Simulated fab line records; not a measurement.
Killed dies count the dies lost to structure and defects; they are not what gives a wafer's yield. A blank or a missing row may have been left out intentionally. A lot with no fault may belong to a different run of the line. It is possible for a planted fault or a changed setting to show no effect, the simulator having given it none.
Comparing a struck lot with a sound one ; flow n5Finfet ; 13 steps out of a route of 1938
Sound: the wafers L142.1, L142.3, L142.5. Struck: wafer L147.5 (left out: L147.6, a lot-mate that was not struck); the cause follows at the end.
For every step that has rows: the tool of each side, followed by ch and its chambers, followed by its first start. Under that, the readings that differ: sound wafers ; struck wafers ; difference of the means ; sigmas: that difference in standard deviations of wafers without a fault.
alike: readings with means less than 2 such deviations apart, plus words and numbers identical on both sides. not compared: withheld readings, readings lacking a value on some wafer, bounds such as >300 that could conceal the same value, and numbers that have no deviation in the record and whose values overlap.
The two part at a step that has a row with sigmas, a row that says differs or no value, or rows on one side only. When numbers do not overlap yet have no deviation, they are printed without sigmas and do not part them. A reading that every wafer of one side lacks parts them only if that side has two wafers or more.

first, 2 steps without rows for these wafers: N5_BEOL_M15_DEVELOP_27 (develop time 45 s); N5_BEOL_M15_HARDBAKE_32 (time 120 s).
N5_BEOL_M15_CD_MEAS_28: target cd 407.6 nm.
  sound on cdSem-03 ch 0, day 11 07:13; struck on cdSem-01 ch 0, day 13 19:34
reading;sound;struck;difference;sigmas
cdNm (nm);403.7 405.2 404.3;408.3;+3.9;+2
N5_BEOL_M15_OVL_MEAS_29:
  sound on overlay-01 ch 0, day 11 07:15; struck on overlay-02 ch 0, day 13 19:37
  alike: M15_OVL
N5_BEOL_M15_INSPECT_30: inspects for defects (macro).
  struck on defectInspect-01, day 13 19:38; sound on defectInspect-01, day 11 07:17
  alike: rawDefectCount
N5_BEOL_M15_DESCUM_33: chemistry O2, time 7.9 s.
  sound on rieDiel-02 ch 0,1,2, day 11 07:20; struck on rieDiel-03 ch 1, day 13 19:44
  alike: drypumpMotorCurrentA, oesProductAu, rfVppV, showerheadPlenumPTorr, throttleValvePct
  not compared: rfHoursCounterH
N5_BEOL_M15_ETCH_61: etches BARC in N2/H2, target depth 89 nm, overetch 26.7 nm, time 67.9 s.
  sound on rieDiel-02 ch 0,1,2, day 11 07:22; struck on rieDiel-03 ch 1, day 13 19:46
  alike: biasW, drypumpMotorCurrentA, oesProductAu, rfVppV, showerheadPlenumPTorr, throttleValvePct
  not compared: rfHoursCounterH
N5_BEOL_M15_TRENCH_ETCH_34: etches SiO2 in C4F8/O2/Ar, target depth 872.93 nm, time 199 s.
  sound on rieDiel-02 ch 0,1,2, day 11 07:25; struck on rieDiel-03 ch 1, day 13 19:53
  alike: biasW, drypumpMotorCurrentA, oesProductAu, rfVppV, showerheadPlenumPTorr, throttleValvePct
  not compared: rfHoursCounterH
N5_BEOL_M15_STRIP_36: strips in O2.
  sound on rieDiel-02 ch 0,2, day 11 10:34; struck on rieDiel-03 ch 0, day 13 20:43
  alike: drypumpMotorCurrentA, oesProductAu, rfVppV, showerheadPlenumPTorr, throttleValvePct
  not compared: rfHoursCounterH
N5_BEOL_M15_STRIP_62: strips in O2.
  sound on rieDiel-02 ch 0,2; struck on rieDiel-03 ch 0
  alike: drypumpMotorCurrentA, oesProductAu, rfVppV, showerheadPlenumPTorr, throttleValvePct
  not compared: rfHoursCounterH
then, 1 step without rows for these wafers: N5_BEOL_M15_STRIP_37 (strips in O2).
N5_BEOL_M15_ETCH_38: etches SiCN in CF4/N2, target depth 106.4 nm, time 120.5 s.
  sound on rieDiel-02 ch 0,2, day 11 10:41; struck on rieDiel-03 ch 0, day 13 20:53
reading;sound;struck;difference;sigmas
model.etch.depthNm (nm);95.96 95.37 94.95;80.7;-14.7;
  alike: biasW, drypumpMotorCurrentA, oesProductAu, rfVppV, showerheadPlenumPTorr, throttleValvePct
  not compared: rfHoursCounterH
then, 1 step without rows for these wafers: N5_BEOL_M15_PRECLEAN_39 (cleans in residue remover, time 60 s).

== WHERE THEY PART ==
Only at N5_BEOL_M15_CD_MEAS_28, as far as this record shows. Later steps at which nothing parts them and some readings are alike: N5_BEOL_M15_OVL_MEAS_29, N5_BEOL_M15_INSPECT_30, N5_BEOL_M15_DESCUM_33, N5_BEOL_M15_ETCH_61, N5_BEOL_M15_TRENCH_ETCH_34, N5_BEOL_M15_STRIP_36, N5_BEOL_M15_STRIP_62, N5_BEOL_M15_ETCH_38.

WHY: what the simulator had put in
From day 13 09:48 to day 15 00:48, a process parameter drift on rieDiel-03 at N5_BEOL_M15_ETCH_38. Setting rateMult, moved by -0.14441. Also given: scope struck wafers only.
